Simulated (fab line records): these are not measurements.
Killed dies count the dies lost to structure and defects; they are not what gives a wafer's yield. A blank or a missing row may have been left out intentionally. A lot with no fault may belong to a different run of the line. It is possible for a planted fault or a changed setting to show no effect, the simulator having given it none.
A lot that was struck, set against a sound lot -- flow n5Finfet -- 37 out of 1938 route steps
Sound: these wafers, L522.1, L522.4, L522.6. Wafers struck: L538.1, L538.2, L538.5. The cause is named last.
At each step with rows: each side's tool, then ch and its chambers, then its first start. Under that, the readings that differ: sound wafers -- struck wafers -- difference of the means -- sigmas: that difference in standard deviations of wafers without a fault.
alike: same words and numbers on both sides, and readings whose means sit less than 2 such deviations apart. not compared: any withheld reading, any reading some wafer has no value for, any bound like >300 that may hide the same value, and any number with overlapping values for which the record gives no deviation.
Wherever a step has rows on one side only, a row that says differs or no value, or a row with sigmas, the two part there. Numbers that have no deviation but don't overlap get no sigmas and don't part them. A reading that every wafer of one side lacks parts them only if that side has two wafers or more.

first, 9 steps without rows for these wafers: N5_WELL_APT_HMDS_01 (time 60 s); N5_WELL_APT_COAT_02 (resist thk 950 nm); N5_WELL_APT_EBR_04; N5_WELL_APT_SOFTBAKE_03 (time 60 s); N5_WELL_APT_EXPOSE_05 (exposes mask NWELL, defocus 0 nm, target cd 200 nm); N5_WELL_APT_PEB_06 (peb time 90 s); N5_WELL_APT_DEVELOP_07 (develop time 45 s); N5_WELL_APT_HARDBAKE_12 (time 120 s); N5_WELL_APT_DESCUM_13 (chemistry O2, time 7.9 s).
N5_WELL_APT_IMPLANT_14:
  sound on implanter-01 ch 0, day 2 07:49; struck on implanter-01 ch 0, day 6 12:41
reading,sound,struck,difference,sigmas
model.implant.rpNm (nm),202.6 202.6 202.6,88.13 88.13 88.13,-114.47,
model.implant.drpNm (nm),65.9 65.9 65.9,35.37 35.37 35.37,-30.53,
then, 25 steps without rows for these wafers: N5_WELL_APT_IMPLANT_15; N5_WELL_APT_STRIP_16 (strips in SPM, time 900 s); N5_WELL_APT_HMDS_18 (time 60 s); N5_WELL_APT_COAT_19 (resist thk 950 nm); N5_WELL_APT_EBR_21; N5_WELL_APT_SOFTBAKE_20 (time 60 s); N5_WELL_APT_EXPOSE_22 (exposes mask PWELL, defocus 0 nm, target cd 200 nm); N5_WELL_APT_PEB_23 (peb time 90 s); N5_WELL_APT_DEVELOP_24 (develop time 45 s); N5_WELL_APT_HARDBAKE_29 (time 120 s); N5_WELL_APT_DESCUM_30 (chemistry O2, time 7.9 s); N5_WELL_APT_IMPLANT_31; N5_WELL_APT_IMPLANT_32; N5_WELL_APT_STRIP_33 (strips in SPM, time 900 s); N5_WELL_APT_RTA_34 (time 10 s); N5_WELL_APT_OXIDE_STRIP_42 (strips SiO2 in dHF, time 45 s, target depth 12 nm); N5_WELL_APT_PRECLEAN_36 (cleans in O3/DIW, time 45 s); N5_WELL_APT_PRECLEAN_39 (cleans in dHF, time 60 s); N5_WELL_APT_SRD_37 (time 30 s); N5_WELL_APT_EPI_41 (deposits Si from SiH4/H2, target thk 50 nm, time 297.7 s); N5_PMOS_HMC_CHANNEL_EPI_HM_DEP_34 (deposits SiO2 from TEOS/O2, target thk 36 nm, time 6.9 s); N5_PMOS_HMC_CHANNEL_EPI_COAT_31 (time 60 s, resist thk 66 nm); N5_PMOS_HMC_CHANNEL_EPI_COAT_03 (resist thk 205 nm); N5_PMOS_HMC_CHANNEL_EPI_EBR_05; N5_PMOS_HMC_CHANNEL_EPI_SOFTBAKE_04 (time 60 s).
-- here the record skips 6 days between the struck wafers' starts before and after, leaving off in module PMOS_HMC_CHANNEL_EPI and picking up in module BEOL_M4 (first step shown: number 1111 of the route) --
N5_BEOL_M4_RC_MEAS_101:
  sound on prober-02 ch 0, day 8 15:08; struck on prober-02 ch 0, day 12 17:49
reading,sound,struck,difference,sigmas
RS_NWELL (ohm/sq),1045 1042 1053,1954 1971 1968,+918,+99 or more
  alike: DIBL_N, DIBL_P, IOFF_N, IOFF_P, ION_N, ION_P, SS_N, SS_P, VT_N, VT_P
-- here the record skips 4 days between the struck wafers' starts before and after, leaving off in module BEOL_M4 and picking up in module PASSIVATION (first step shown: number 1936 of the route) --
N5_PASSIVATION_PROBE_49:
  rows exist in the record for the struck wafers here (prober-02, day 17 04:59), but not for the sound ones

== WHERE THEY PART ==
Earliest at N5_BEOL_M4_RC_MEAS_101; latest, in this record, at N5_PASSIVATION_PROBE_49.

WHY: what the simulator had put in
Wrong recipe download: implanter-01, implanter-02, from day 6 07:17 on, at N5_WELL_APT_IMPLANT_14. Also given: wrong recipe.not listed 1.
